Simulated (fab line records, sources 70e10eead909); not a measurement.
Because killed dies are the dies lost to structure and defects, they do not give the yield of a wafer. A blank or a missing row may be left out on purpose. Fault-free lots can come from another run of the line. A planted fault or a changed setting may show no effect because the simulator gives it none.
fab line records	flow nand_harc
record lots=12	wafers=34	last_day=33
route steps=1302 shown A_CONTACT@1099 A_BLC@1122 END@1302
lots that met no fault: taken from a fault-free run of the same line
start_h: hours from the record's first day to the start of the lot's first wafer shown	wait_h: how many hours have passed since the lot's step before this one	" as in the row above	L1.1+2: one row covering several wafers at once	- no value, or no start was given	* or withheld: withheld	< > ~ a bound
route shown NAME@n: a module of which the file shows steps, and the number in the route of the first	usual: mean and standard deviation over wafers with no fault	same: alike in all rows	chamber/n: place in a boat	sites: the reading at each site	_std_site: the standard deviation of these	_edge_site: the outer-site mean with the inner-site mean subtracted	radius_mm: for every site, how far away it sits from the centre of the wafer	mask NAME#n: copy n	behind: the most recent tool/chamber to have shaped the wafer	hold: the reason the lot was held/the length of the hold in hours/how it ended	device: names the non-switching transistor (n, p or np)	end of line: tests run on the same wafers once the route is complete	a step given without rows: its recipe and nothing more	killed: dies lost to structure and defects at the first sort, not the wafer's yield	map: a wafer's dies, x killed, . not, _ none there
set.NAME: the setting as run; set.NAME@STEP: as run at that earlier step	model.NAME: the simulator's own value behind a step, which no gauge read
the route's steps for a sample of lots (tables are steps, rows are wafers)
services: when a tool's chamber went out of use (start_h, in hours from the record's first day, below 0 if earlier), for how many hours, and the reason
## steps
# step NHARC_A_CONTACT_STRIP_26
# recipe o2_flow_sccm=500	ar_flow_sccm=0	bias_w=0	chemistry=O2
# usual drypump_motor_current_A=5.8/0.51	oes_product_au=0.997/0.011	rf_vpp_V=57.7/0.82	showerhead_plenum_p_Torr=3.51/0.16	throttle_valve_pct=17.037/0.0088
# same bias_w=0
lot.wafer	tool	chamber	start_h	wait_h	drypump_motor_current_A	oes_product_au	rf_hours_counter_h	rf_vpp_V	showerhead_plenum_p_Torr	throttle_valve_pct
L885.1	rie_diel-10	3	-	-	6.6	1.007	22	57.5	3.48	17.043
L885.3	"	0	"	"	5.3	0.999	23	56.9	3.55	17.036
L885.6	"	3	"	"	6.6	1.018	-	56.8	3.48	17.027
L892.3	rie_diel-03	3	-	-	5.3	0.997	42	58.9	3.75	17.032
L892.5	"	0	"	"	5.5	0.996	-	57.3	3.38	17.046
L891.3	rie_diel-03	1	-	-	5.3	0.996	48	58.8	3.59	17.039
L891.6	"	3	"	"	5.3	0.999	-	58.7	3.75	17.044
L891.5	"	0	"	"	5.5	1.010	-	56.7	3.38	17.036
L894.1	rie_diel-13	2	-	-	6.6	1.002	34	57.6	3.40	17.025
L894.6	"	3	"	"	5.6	0.988	-	56.6	3.32	17.013
L896.1	rie_diel-10	2	-	-	5.8	0.993	7	58.7	3.72	17.034
L896.4	"	3	"	"	6.6	1.004	7	58.0	3.47	17.044
L896.6	"	2	"	"	5.8	0.998	-	56.8	3.72	17.028
L897.2	rie_diel-10	3	-	-	6.6	1.000	8	57.5	3.47	17.037
L897.1	"	0	"	"	5.3	1.006	10	58.6	3.54	17.030
L897.3	"	2	"	"	5.8	0.990	11	58.7	3.72	17.047
L901.3	rie_diel-13	1	-	-	5.4	1.000	58	57.1	3.30	17.039
L901.4	"	0	"	"	5.5	0.991	41	58.6	3.75	17.032
L901.6	"	2	"	"	6.6	0.997	-	56.4	3.39	17.047
L902.4	rie_diel-10	3	-	-	6.5	0.997	14	58.0	3.47	17.045
L902.3	"	0	"	"	5.3	0.988	15	58.2	3.54	17.032
L902.5	"	3	"	"	6.5	1.010	-	58.3	3.47	17.019
L903.1	rie_diel-10	2	-	-	5.8	0.992	23	57.2	3.71	17.052
L903.2	"	3	"	"	6.6	1.000	20	57.9	3.47	17.035
L903.5	"	1	"	"	6.5	0.967	-	58.6	3.58	17.051
L905.2	rie_diel-03	2	-	-	6.1	0.999	31	58.1	3.27	17.031
L905.3	"	3	"	"	5.3	1.010	31	58.5	3.72	17.030
L905.5	"	0	"	"	5.5	1.013	-	57.3	3.35	17.037
L906.4	rie_diel-13	3	-	-	5.6	0.986	1	58.2	3.31	17.040
L906.3	"	1	"	"	5.4	1.016	12	56.9	3.29	17.029
L906.5	"	3	"	"	5.5	0.986	-	58.0	3.31	17.042
L904.4	rie_diel-13	1	-	-	5.3	1.001	13	57.1	3.29	17.048
L904.5	"	2	"	"	6.7	0.997	-	57.2	3.38	17.049
L904.6	"	3	"	"	5.5	0.974	-	57.7	3.31	17.049
# step NHARC_A_BLC_ETCH_17
# recipe target_depth_a=3900	over_etch_frac=0.25	time_s=609.38	ion_energy_ev=200	n2_flow_sccm=150	h2_flow_sccm=150	ar_flow_sccm=0	rf_w=400	bias_w=150	chemistry=N2/H2
# usual bias_w=150.0/0.43	drypump_motor_current_A=5.8/0.44	oes_product_au=1.002/0.011	rf_vpp_V=432.1/2.5	run_length_s=630.8/0.41	showerhead_plenum_p_Torr=2.10/0.084	throttle_valve_pct=14.172/0.009
lot.wafer	tool	chamber	start_h	wait_h	bias_w	drypump_motor_current_A	oes_product_au	rf_hours_counter_h	rf_vpp_V	run_length_s	showerhead_plenum_p_Torr	throttle_valve_pct
L885.1	rie_diel-06	0	521.16	-	150.3	6.5	1.000	2	428.7	631.6	1.96	14.185
L885.3	"	2	"	"	149.9	6.2	1.005	3	432.6	631.0	2.15	14.176
L885.6	"	0	"	"	150.1	6.5	1.003	-	430.1	631.5	1.96	14.162
L892.3	rie_diel-04	2	609.01	-	150.1	5.4	1.009	4	433.5	630.5	2.16	14.174
L892.5	"	2	"	"	-	5.4	1.001	-	433.7	616.8	2.16	14.170
L891.3	rie_diel-04	3	610.88	-	149.8	6.1	0.989	5	429.2	630.0	2.00	14.171
L891.6	"	1	"	"	-	6.2	0.987	-	433.4	616.8	2.14	14.192
L891.5	"	2	"	"	-	5.4	0.991	-	434.0	616.4	2.16	14.177
L894.1	rie_diel-04	3	628.97	-	150.5	6.1	1.008	6	429.3	630.5	2.00	14.181
L894.6	"	1	"	"	-	6.2	0.993	-	432.8	616.6	2.14	14.165
L896.4	rie_diel-06	2	643.49	-	149.6	6.1	1.006	14	433.6	631.1	2.14	14.170
L896.1	"	0	"	"	150.2	6.5	1.013	15	427.7	631.3	1.95	14.172
L896.6	"	2	"	"	149.8	6.1	1.010	-	432.8	630.5	2.14	14.180
L897.1	rie_diel-06	0	660.00	-	149.6	6.5	1.003	17	429.3	631.1	1.95	14.179
L897.2	"	1	"	"	149.8	5.8	0.993	17	433.3	630.7	2.15	14.172
L897.3	"	3	"	"	149.9	5.3	1.012	16	433.3	630.7	2.14	14.169
L901.3	rie_diel-06	1	696.21	-	149.9	5.7	0.995	2	433.5	630.7	2.15	14.165
L901.4	"	0	"	"	149.4	6.5	1.007	2	428.2	631.1	1.95	14.166
L901.6	"	1	"	"	149.8	5.7	0.985	-	434.6	630.6	2.15	14.178
L902.4	rie_diel-06	2	708.93	-	149.8	6.2	1.015	4	432.4	630.8	2.14	14.178
L902.3	"	0	"	"	150.8	6.4	1.022	3	428.0	631.5	1.95	14.190
L902.5	"	3	"	"	150.1	5.3	1.012	-	434.0	630.4	2.14	14.166
L903.2	rie_diel-04	3	736.44	-	149.5	6.1	1.021	1	430.3	630.4	2.00	14.172
L903.1	"	0	"	"	150.5	5.1	1.007	1	433.7	630.7	2.17	14.176
L903.5	"	0	"	"	150.6	5.1	1.019	-	433.0	630.6	2.17	14.181
L905.2	rie_diel-06	1	741.36	-	150.1	5.7	0.989	7	431.8	630.9	2.15	14.176
L905.3	"	3	"	"	150.2	5.3	1.014	6	433.0	630.7	2.14	14.168
L905.5	"	2	"	"	149.2	6.1	1.010	-	432.7	631.1	2.14	14.185
L906.4	rie_diel-06	3	742.40	-	150.7	5.3	1.006	6	433.1	630.8	2.14	14.178
L906.3	"	1	"	"	150.2	5.7	0.989	7	432.3	631.1	2.15	14.171
L906.5	"	3	"	"	150.6	5.3	1.006	-	433.1	630.7	2.14	14.160
L904.4	rie_diel-06	3	744.60	-	150.6	5.3	1.015	6	434.5	630.4	2.14	14.170
L904.5	"	1	"	"	150.3	5.8	0.983	-	433.3	630.7	2.15	14.159
L904.6	"	2	"	"	150.2	6.2	1.007	-	434.1	630.5	2.14	14.169
# step NHARC_A_BLC_STRIP_29
# recipe cf4_flow_sccm=150	ar_flow_sccm=0	bias_w=0	chemistry=CF4
# usual drypump_motor_current_A=5.8/0.44	oes_product_au=1.002/0.011	rf_vpp_V=59.6/0.84	showerhead_plenum_p_Torr=1.81/0.072	throttle_valve_pct=13.284/0.0087
# same bias_w=0
lot.wafer	tool	chamber	start_h	wait_h	drypump_motor_current_A	oes_product_au	rf_hours_counter_h	rf_vpp_V	showerhead_plenum_p_Torr	throttle_valve_pct
L885.1	rie_diel-06	0	521.99	0.1	6.5	0.996	3	60.0	1.70	13.276
L885.3	"	1	"	"	5.8	0.991	3	61.6	1.86	13.275
L885.6	"	0	"	"	6.5	0.998	-	58.9	1.70	13.291
L892.3	rie_diel-12	2	609.99	0.1	6.0	0.995	51	59.5	1.81	13.292
L892.5	"	2	"	"	6.0	0.987	-	60.1	1.81	13.296
L891.3	rie_diel-06	3	611.94	0.1	5.3	1.010	11	60.3	1.85	13.286
L891.5	"	0	"	"	6.5	0.997	-	59.6	1.70	13.291
L891.6	"	1	"	"	5.7	0.995	-	60.3	1.86	13.292
L894.1	rie_diel-06	1	629.78	0.1	5.7	1.004	14	60.9	1.86	13.278
L894.6	"	3	"	"	5.3	1.021	-	58.9	1.85	13.281
L896.1	rie_diel-04	2	644.32	0.1	5.4	0.991	7	59.9	1.86	13.287
L896.4	"	0	"	"	5.1	0.995	5	59.0	1.87	13.291
L896.6	"	1	"	"	6.2	0.993	-	58.2	1.85	13.279
L897.1	rie_diel-12	2	660.86	0.1	6.0	0.987	10	59.6	1.80	13.290
L897.2	"	3	"	"	5.9	0.983	10	60.1	1.75	13.296
L897.3	"	0	"	"	5.6	1.003	9	58.8	1.65	13.269
L901.3	rie_diel-06	3	697.07	0.1	5.3	1.008	2	58.4	1.85	13.274
L901.4	"	0	"	"	6.5	1.028	2	58.8	1.70	13.281
L901.6	"	3	"	"	5.3	1.014	-	59.1	1.85	13.281
L902.4	rie_diel-06	0	709.84	0.1	6.5	1.012	4	59.7	1.70	13.291
L902.3	"	1	"	"	5.7	0.988	4	59.1	1.85	13.282
L902.5	"	2	"	"	6.2	1.005	-	58.7	1.85	13.294
L903.1	rie_diel-06	1	737.33	0.1	5.8	1.003	6	59.6	1.85	13.285
L903.2	"	2	"	"	6.2	1.006	6	60.1	1.85	13.287
L903.5	"	3	"	"	5.3	1.020	-	60.6	1.85	13.287
L905.3	rie_diel-12	2	742.23	0.1	5.9	0.991	35	59.2	1.80	13.281
L905.2	"	3	"	"	5.9	0.998	37	58.9	1.75	13.291
L905.5	"	3	"	"	5.9	0.993	-	59.7	1.75	13.283
L906.4	rie_diel-04	3	743.26	0.1	6.1	1.025	2	59.4	1.74	13.297
L906.3	"	2	"	"	5.4	1.009	1	59.1	1.86	13.291
L906.5	"	3	"	"	6.1	1.029	-	59.8	1.74	13.293
L904.4	rie_diel-04	3	745.39	0.1	6.1	1.022	2	59.5	1.74	13.285
L904.6	"	1	"	"	6.2	0.993	-	60.2	1.85	13.287
L904.5	"	2	"	"	5.4	1.007	-	60.3	1.86	13.293
# step NHARC_A_BLC_CVD_24
# recipe target_thk_a=1500	temp_c=300	pressure_torr=40	wf6_flow_sccm=40	h2_flow_sccm=1600	ar_flow_sccm=1560	time_s=434	material=W
# usual heater_power_outer_w=253/28	heater_power_w=478/41	throttle_valve_pct=8.13/0.25
lot.wafer	tool	chamber	start_h	wait_h	heater_power_outer_w	heater_power_w	throttle_valve_pct
L885.1	cvd_w-02	0	-	-	226	446	7.78
L885.3	"	0	"	"	231	454	8.07
L885.6	"	1	"	"	241	445	8.13
L892.3	cvd_w-02	1	-	-	241	444	7.95
L892.5	"	1	"	"	248	445	8.01
L891.3	cvd_w-02	0	-	-	228	450	8.03
L891.5	"	1	"	"	243	449	8.15
L891.6	"	0	"	"	228	463	8.37
L894.1	cvd_w-02	1	-	-	245	441	8.07
L894.6	"	0	"	"	222	446	8.04
L896.1	cvd_w-01	1	-	-	304	513	8.15
L896.4	"	0	"	"	264	507	8.13
L896.6	"	1	"	"	296	508	8.31
L897.1	cvd_w-02	0	-	-	208	418	8.36
L897.2	"	1	"	"	255	448	7.86
L897.3	"	1	"	"	249	472	7.57
L901.4	cvd_w-02	1	-	-	249	461	7.43
L901.3	"	0	"	"	213	429	8.45
L901.6	"	1	"	"	255	470	7.80
L902.3	cvd_w-02	1	-	-	256	471	7.65
L902.4	"	0	"	"	201	431	8.34
L902.5	"	0	"	"	212	424	8.23
L903.2	cvd_w-02	1	-	-	257	463	7.79
L903.1	"	0	"	"	209	427	8.28
L903.5	"	1	"	"	256	462	7.78
L905.2	cvd_w-01	0	-	-	273	535	8.06
L905.3	"	0	"	"	260	530	8.15
L905.5	"	0	"	"	267	519	8.22
L906.4	cvd_w-02	1	-	-	254	457	7.88
L906.3	"	0	"	"	211	431	8.20
L906.5	"	0	"	"	205	428	8.42
L904.4	cvd_w-01	0	-	-	268	536	8.11
L904.5	"	0	"	"	262	520	8.34
L904.6	"	0	"	"	263	549	8.25
# step NHARC_END_SORT_01
# recipe temp_c=25
# usual killed_at_array=52/18	killed_at_other=1.2/1.5	killed_at_periphery=4/3.2	killed_dies=57/17	killed_open=3.1/1.9	killed_short=2.5/1.7
# same gross_dies=677
lot.wafer	tool	chamber	start_h	wait_h	killed_at_array	killed_at_other	killed_at_periphery	killed_dies	killed_open	killed_short
L885.1	prober-01	0	563.25	2.5	59	0	1	60	4	3
L885.3	prober-01	0	564.86	3.1	72	1	1	74	1	1
L885.6	prober-01	0	567.27	4.0	68	0	4	72	4	3
L892.3	prober-02	0	656.40	3.1	72	2	2	76	2	1
L892.5	prober-02	0	657.99	3.7	81	0	1	82	3	1
L891.3	prober-01	0	656.85	3.1	45	0	5	50	2	0
L891.5	prober-01	0	658.46	3.7	33	1	5	39	1	4
L891.6	prober-01	0	659.26	4.0	39	0	9	48	3	4
L894.1	prober-01	0	672.62	2.5	40	0	2	42	0	2
L894.6	prober-01	0	676.70	4.1	31	0	4	35	4	4
L896.1	prober-01	0	685.50	2.5	29	0	13	42	2	3
L896.4	prober-01	0	687.92	3.4	19	0	14	33	4	3
L896.6	prober-01	0	689.52	4.0	21	1	15	37	2	2
L897.1	prober-01	0	703.13	2.5	85	0	3	88	6	2
L897.2	prober-01	0	703.92	2.8	61	0	1	62	3	1
L897.3	prober-01	0	704.71	3.1	72	1	1	74	0	4
L901.3	prober-01	0	740.80	3.1	70	2	4	76	7	3
L901.4	prober-01	0	741.59	3.4	79	4	0	83	0	3
L901.6	prober-01	0	743.18	4.0	50	3	1	54	2	0
L902.3	prober-01	0	755.81	3.1	80	2	4	86	1	3
L902.4	prober-01	0	756.60	3.4	72	1	7	80	4	3
L902.5	prober-01	0	757.39	3.7	83	4	6	93	4	4
L903.1	prober-02	0	781.51	2.5	62	1	5	68	1	3
L903.2	prober-02	0	782.32	2.8	67	2	5	74	2	4
L903.5	prober-02	0	784.75	3.7	75	2	4	81	4	1
L905.2	prober-01	0	786.13	2.8	21	5	5	31	2	3
L905.3	prober-01	0	786.95	3.1	21	5	1	27	4	1
L905.5	prober-01	0	788.58	3.8	17	4	9	30	2	3
L906.3	prober-02	0	790.96	3.1	53	1	3	57	3	4
L906.4	prober-02	0	791.76	3.4	40	1	1	42	3	1
L906.5	prober-02	0	792.55	3.7	51	2	2	55	2	1
L904.4	prober-01	0	795.52	3.4	75	5	1	81	1	3
L904.5	prober-01	0	796.31	3.6	58	0	3	61	2	3
L904.6	prober-01	0	797.10	3.9	60	2	8	70	6	1
# killed by level:class
L885.1 A_CHANNEL_HOLE_D1:chamber_film_flake=19 A_SLIT:chamber_film_flake=17 A_CHANNEL_HOLE_D2:chamber_film_flake=8 A_CONTACT:chamber_film_flake=3 A_CHANNEL_FILL_D1:geometric_particle:short=2 A_ONON_D2:geometric_particle:open=2 A_ZERO_WELL:chamber_film_flake=2 A_ONON_D1:geometric_particle:open=1
L885.3 A_CHANNEL_HOLE_D1:chamber_film_flake=32 A_SLIT:chamber_film_flake=25 A_CHANNEL_HOLE_D2:chamber_film_flake=9 A_ZERO_WELL:chamber_film_flake=3 A_CONTACT:chamber_film_flake=2 P_CONTACT:geometric_particle:open=1 A_CHANNEL_HOLE_D1:geometric_particle:short=1 HYBRID_BOND:latent=1
L885.6 A_SLIT:chamber_film_flake=30 A_CHANNEL_HOLE_D1:chamber_film_flake=17 A_CHANNEL_HOLE_D2:chamber_film_flake=8 A_ZERO_WELL:chamber_film_flake=3 A_CHANNEL_FILL_D1:geometric_particle:open=2 A_CHANNEL_FILL_D1:chamber_film_flake=2 A_CONTACT:chamber_film_flake=2 P_GATE:geometric_particle:open=1
L892.3 A_CHANNEL_HOLE_D1:chamber_film_flake=30 A_SLIT:chamber_film_flake=22 A_CHANNEL_HOLE_D2:chamber_film_flake=13 A_STAIRCASE:chamber_film_flake=3 P_M0:geometric_particle:open=1 A_WL_FILL:geometric_particle:short=1 A_M0:geometric_particle:open=1 P_M2:chamber_film_flake=1
L891.3 A_CHANNEL_HOLE_D2:chamber_film_flake=16 A_STAIRCASE:chamber_film_flake=10 A_CHANNEL_HOLE_D1:chamber_film_flake=6 A_CONTACT:chamber_film_flake=5 P_CONTACT:chamber_film_flake=4 A_DECK1_JOINT:chamber_film_flake=3 A_SLIT:chamber_film_flake=2 A_ONON_D1:geometric_particle:open=1
L892.5 A_SLIT:chamber_film_flake=35 A_CHANNEL_HOLE_D1:chamber_film_flake=17 A_CHANNEL_HOLE_D2:chamber_film_flake=13 A_CONTACT:chamber_film_flake=6 A_STAIRCASE:chamber_film_flake=4 A_WL_FILL:chamber_film_flake=2 P_GATE:geometric_particle:open=1 A_SOURCE_PLATE:geometric_particle:open=1
L891.5 A_CHANNEL_HOLE_D2:chamber_film_flake=11 A_STAIRCASE:chamber_film_flake=8 A_CHANNEL_HOLE_D1:chamber_film_flake=4 P_CONTACT:chamber_film_flake=3 A_SLIT:chamber_film_flake=3 P_ZERO_WELL:chamber_film_flake=2 A_SOURCE_PLATE:geometric_particle:open=1 A_WL_FILL:geometric_particle:short=1
L891.6 A_CHANNEL_HOLE_D2:chamber_film_flake=17 A_STAIRCASE:chamber_film_flake=8 P_CONTACT:chamber_film_flake=5 A_CHANNEL_HOLE_D1:chamber_film_flake=5 A_CONTACT:chamber_film_flake=3 P_STI:geometric_particle:short=2 P_CONTACT:geometric_particle:open=1 A_DECK1_JOINT:geometric_particle:short=1
L894.1 A_CHANNEL_HOLE_D2:chamber_film_flake=13 A_CONTACT:chamber_film_flake=8 A_CHANNEL_HOLE_D1:chamber_film_flake=5 A_WL_FILL:chamber_film_flake=5 A_STAIRCASE:chamber_film_flake=3 A_SLIT:chamber_film_flake=2 A_ONON_D1:geometric_particle:short=1 A_ONON_D2:geometric_particle:short=1
L894.6 A_CHANNEL_HOLE_D2:chamber_film_flake=11 A_CHANNEL_HOLE_D1:chamber_film_flake=4 A_CONTACT:chamber_film_flake=3 P_GATE:chamber_film_flake=2 P_M2:chamber_film_flake=2 A_STAIRCASE:chamber_film_flake=2 A_ONON_D1:geometric_particle:short=1 A_ONON_D2:geometric_particle:short=1
L896.1 A_CHANNEL_HOLE_D1:chamber_film_flake=14 P_GATE:chamber_film_flake=6 A_SLIT:chamber_film_flake=5 P_M0:chamber_film_flake=2 P_BONDPAD:chamber_film_flake=2 A_DECK1_JOINT:chamber_film_flake=2 A_WL_FILL:chamber_film_flake=2 A_CONTACT:chamber_film_flake=2
L896.4 P_GATE:chamber_film_flake=7 A_CHANNEL_HOLE_D1:chamber_film_flake=5 P_M0:chamber_film_flake=3 A_CHANNEL_FILL_D1:chamber_film_flake=3 A_SLIT:chamber_film_flake=3 P_STI:geometric_particle:open=1 A_ONON_D1:geometric_particle:short=1 A_ONON_D1:geometric_particle:open=1
L896.6 A_CHANNEL_HOLE_D1:chamber_film_flake=7 P_BONDPAD:chamber_film_flake=5 P_M0:chamber_film_flake=4 P_STI:chamber_film_flake=3 A_WL_FILL:chamber_film_flake=3 A_CONTACT:chamber_film_flake=3 A_SLIT:chamber_film_flake=2 A_CHANNEL_FILL_D1:chamber_film_flake=2
L897.1 A_SLIT:chamber_film_flake=36 A_CHANNEL_HOLE_D1:chamber_film_flake=33 A_WL_FILL:chamber_film_flake=4 A_CHANNEL_FILL_D2:chamber_film_flake=3 A_ONON_D2:geometric_particle:open=2 P_GATE:geometric_particle:open=1 P_M0:geometric_particle:open=1 A_CHANNEL_FILL_D1:geometric_particle:short=1
L897.2 A_SLIT:chamber_film_flake=32 A_CHANNEL_HOLE_D1:chamber_film_flake=20 A_WL_FILL:chamber_film_flake=3 A_ONON_D1:geometric_particle:open=2 A_CONTACT:chamber_film_flake=2 P_M0:geometric_particle:open=1 A_SGD_CUT:geometric_particle:short=1 A_STAIRCASE:chamber_film_flake=1
L897.3 A_SLIT:chamber_film_flake=36 A_CHANNEL_HOLE_D1:chamber_film_flake=27 A_WL_FILL:chamber_film_flake=3 P_CONTACT:geometric_particle:short=1 A_CHANNEL_FILL_D1:geometric_particle:short=1 A_ONON_D2:geometric_particle:short=1 A_CHANNEL_HOLE_D2:geometric_particle:short=1 A_CHANNEL_FILL_D1:chamber_film_flake=1
L901.3 A_CHANNEL_HOLE_D2:chamber_film_flake=24 A_CHANNEL_HOLE_D1:chamber_film_flake=20 A_SLIT:chamber_film_flake=9 A_CONTACT:chamber_film_flake=5 A_ONON_D1:geometric_particle:short=2 A_CHANNEL_FILL_D2:chamber_film_flake=2 A_WL_FILL:chamber_film_flake=2 THIN_TSV:chamber_film_flake=2
L901.4 A_CHANNEL_HOLE_D1:chamber_film_flake=30 A_CHANNEL_HOLE_D2:chamber_film_flake=27 A_CONTACT:chamber_film_flake=6 A_SLIT:chamber_film_flake=5 THIN_TSV:chamber_film_flake=4 A_CHANNEL_FILL_D2:chamber_film_flake=3 A_STAIRCASE:chamber_film_flake=3 A_CHANNEL_HOLE_D1:geometric_particle:short=1
L901.6 A_CHANNEL_HOLE_D2:chamber_film_flake=18 A_CHANNEL_HOLE_D1:chamber_film_flake=17 A_SLIT:chamber_film_flake=3 THIN_TSV:chamber_film_flake=3 A_WL_FILL:chamber_film_flake=3 A_CONTACT:chamber_film_flake=3 A_ZERO_WELL:chamber_film_flake=2 A_STAIRCASE:chamber_film_flake=2
L902.3 A_SLIT:chamber_film_flake=38 A_CHANNEL_HOLE_D2:chamber_film_flake=15 A_CHANNEL_HOLE_D1:chamber_film_flake=13 A_ZERO_WELL:chamber_film_flake=5 P_M1:chamber_film_flake=4 A_STAIRCASE:chamber_film_flake=3 THIN_TSV:chamber_film_flake=2 A_ONON_D1:geometric_particle:short=1
L902.4 A_SLIT:chamber_film_flake=27 A_CHANNEL_HOLE_D2:chamber_film_flake=17 A_CHANNEL_HOLE_D1:chamber_film_flake=10 A_CONTACT:chamber_film_flake=6 P_M1:chamber_film_flake=4 A_WL_FILL:chamber_film_flake=3 P_GATE:chamber_film_flake=2 A_STAIRCASE:chamber_film_flake=2
L902.5 A_SLIT:chamber_film_flake=38 A_CHANNEL_HOLE_D2:chamber_film_flake=23 P_M1:chamber_film_flake=5 A_CHANNEL_HOLE_D1:chamber_film_flake=4 THIN_TSV:chamber_film_flake=4 A_ZERO_WELL:chamber_film_flake=3 A_CHANNEL_FILL_D2:chamber_film_flake=2 A_STAIRCASE:chamber_film_flake=2
L903.1 A_SLIT:chamber_film_flake=27 A_CHANNEL_HOLE_D2:chamber_film_flake=24 P_GATE:chamber_film_flake=5 A_ONON_D1:geometric_particle:short=2 A_STAIRCASE:chamber_film_flake=2 A_CONTACT:chamber_film_flake=2 A_BLC:chamber_film_flake=2 A_SOURCE_PLATE:geometric_particle:short=1
L903.2 A_SLIT:chamber_film_flake=27 A_CHANNEL_HOLE_D2:chamber_film_flake=22 A_CONTACT:chamber_film_flake=7 P_GATE:chamber_film_flake=3 A_DECK1_JOINT:geometric_particle:short=2 A_BLC:geometric_particle:open=2 P_STI:chamber_film_flake=2 A_BLC:chamber_film_flake=2
L903.5 A_SLIT:chamber_film_flake=39 A_CHANNEL_HOLE_D2:chamber_film_flake=20 A_CONTACT:chamber_film_flake=4 P_GATE:chamber_film_flake=3 A_ZERO_WELL:chamber_film_flake=2 A_CHANNEL_HOLE_D1:chamber_film_flake=2 A_STAIRCASE:chamber_film_flake=2 THIN_TSV:chamber_film_flake=2
L905.2 A_SLIT:chamber_film_flake=8 THIN_TSV:chamber_film_flake=5 A_STAIRCASE:chamber_film_flake=4 P_M1:chamber_film_flake=3 A_CHANNEL_FILL_D1:geometric_particle:short=2 A_CONTACT:chamber_film_flake=2 A_CHANNEL_FILL_D1:geometric_particle:open=1 A_DECK1_JOINT:geometric_particle:short=1
L905.3 A_SLIT:chamber_film_flake=9 A_STAIRCASE:chamber_film_flake=7 THIN_TSV:chamber_film_flake=4 A_ONON_D1:geometric_particle:open=1 A_CHANNEL_FILL_D1:geometric_particle:open=1 A_DECK1_JOINT:geometric_particle:open=1 A_WL_FILL:geometric_particle:short=1 STARTING-WAFER:geometric_particle:open=1
L905.5 A_SLIT:chamber_film_flake=7 A_CONTACT:chamber_film_flake=4 P_ZERO_WELL:chamber_film_flake=3 P_M1:chamber_film_flake=3 A_STAIRCASE:chamber_film_flake=3 THIN_TSV:chamber_film_flake=3 P_CONTACT:geometric_particle:open=1 A_SOURCE_PLATE:geometric_particle:short=1
L906.3 A_SLIT:chamber_film_flake=38 A_CHANNEL_HOLE_D1:chamber_film_flake=6 A_CONTACT:chamber_film_flake=3 A_CHANNEL_HOLE_D2:geometric_particle:short=2 P_GATE:geometric_particle:open=1 P_CONTACT:geometric_particle:short=1 A_CHANNEL_FILL_D1:geometric_particle:open=1 A_CHANNEL_FILL_D2:geometric_particle:open=1
L906.4 A_SLIT:chamber_film_flake=21 A_CHANNEL_HOLE_D1:chamber_film_flake=11 A_STAIRCASE:chamber_film_flake=2 A_CONTACT:chamber_film_flake=2 A_CHANNEL_HOLE_D2:geometric_particle:short=1 A_CHANNEL_FILL_D2:geometric_particle:open=1 A_SGD_CUT:geometric_particle:open=1 A_M0:geometric_particle:open=1
L906.5 A_SLIT:chamber_film_flake=25 A_CHANNEL_HOLE_D1:chamber_film_flake=13 A_CONTACT:chamber_film_flake=6 A_STAIRCASE:chamber_film_flake=3 A_M0:geometric_particle:open=2 P_ZERO_WELL:chamber_film_flake=2 THIN_TSV:chamber_film_flake=2 A_BLC:geometric_particle:short=1
L904.4 A_CHANNEL_HOLE_D2:chamber_film_flake=35 A_SLIT:chamber_film_flake=15 A_CHANNEL_HOLE_D1:chamber_film_flake=13 THIN_TSV:chamber_film_flake=5 A_CONTACT:chamber_film_flake=4 A_ZERO_WELL:chamber_film_flake=2 A_ONON_D1:geometric_particle:short=1 A_CHANNEL_FILL_D1:geometric_particle:open=1
L904.5 A_CHANNEL_HOLE_D2:chamber_film_flake=28 A_CHANNEL_HOLE_D1:chamber_film_flake=12 A_CONTACT:chamber_film_flake=7 P_ZERO_WELL:chamber_film_flake=2 A_SLIT:chamber_film_flake=2 A_WL_FILL:chamber_film_flake=2 P_M1:geometric_particle:short=1 A_ONON_D1:geometric_particle:short=1
L904.6 A_CHANNEL_HOLE_D2:chamber_film_flake=28 A_CHANNEL_HOLE_D1:chamber_film_flake=12 A_SLIT:chamber_film_flake=10 P_ZERO_WELL:chamber_film_flake=5 A_CONTACT:chamber_film_flake=3 P_GATE:geometric_particle:open=2 A_ONON_D1:geometric_particle:open=2 THIN_TSV:chamber_film_flake=2
## services
tool	chamber	start_h	hours	kind
rie_diel-06	1	498.65	4.1	repair
rie_diel-04	2	499.89	12.8	repair
rie_diel-04	3	500.92	15.8	repair
rie_diel-04	-	501.60	0.7	repair
rie_diel-13	-	521.62	9.0	pm
rie_diel-04	-	531.90	9.0	pm
rie_diel-10	0	565.13	10.6	repair
rie_diel-10	1	570.87	4.5	repair
rie_diel-04	1	584.49	7.1	repair
rie_diel-10	3	596.81	1.9	repair
rie_diel-10	-	596.95	9.0	pm
rie_diel-04	0	603.18	10.1	repair
cvd_w-02	-	631.15	13.0	pm
rie_diel-10	-	641.96	0.8	repair
rie_diel-10	1	648.03	4.8	repair
rie_diel-06	3	648.63	3.7	repair
rie_diel-10	3	651.17	4.0	repair
rie_diel-06	-	661.23	9.0	pm
rie_diel-04	-	695.62	0.9	repair
rie_diel-13	-	698.62	9.0	pm
rie_diel-04	-	708.90	9.0	pm
rie_diel-13	3	712.09	16.9	repair
cvd_w-02	0	712.23	1.6	repair
rie_diel-10	1	737.59	4.1	repair
## key
first_sign step=NHARC_A_BLC_ETCH_17	reading=run_length_s	direction=down	sigmas=34	usual=*	struck=*
effect none on later readings
met_at NHARC_A_BLC_ETCH_17
struck_lots L891,L892,L894
struck_wafers L891.5,L891.6,L892.5,L894.6
tester_left_out L891,L892,L894
not_acting_at NHARC_A_CONTACT_STRIP_26,NHARC_A_BLC_STRIP_29,NHARC_A_BLC_CVD_24
fault kind=process_parameter_drift	tool=rie_diel-04	chamber=-	onset_h=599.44	steps=NHARC_A_BLC_ETCH_17	channel=time_s	offset=*	shape=step	end_h=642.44	scope=struck_wafers_only	acts_in=*	stated=*
# tester_left_out: of these lots the tester's yield and bins aren't shown, on N5 and GAA mostly nor the transistor test; their killed dies are dies lost to structure and defects alone, not to doping, threshold or leakage, so they don't give the yield
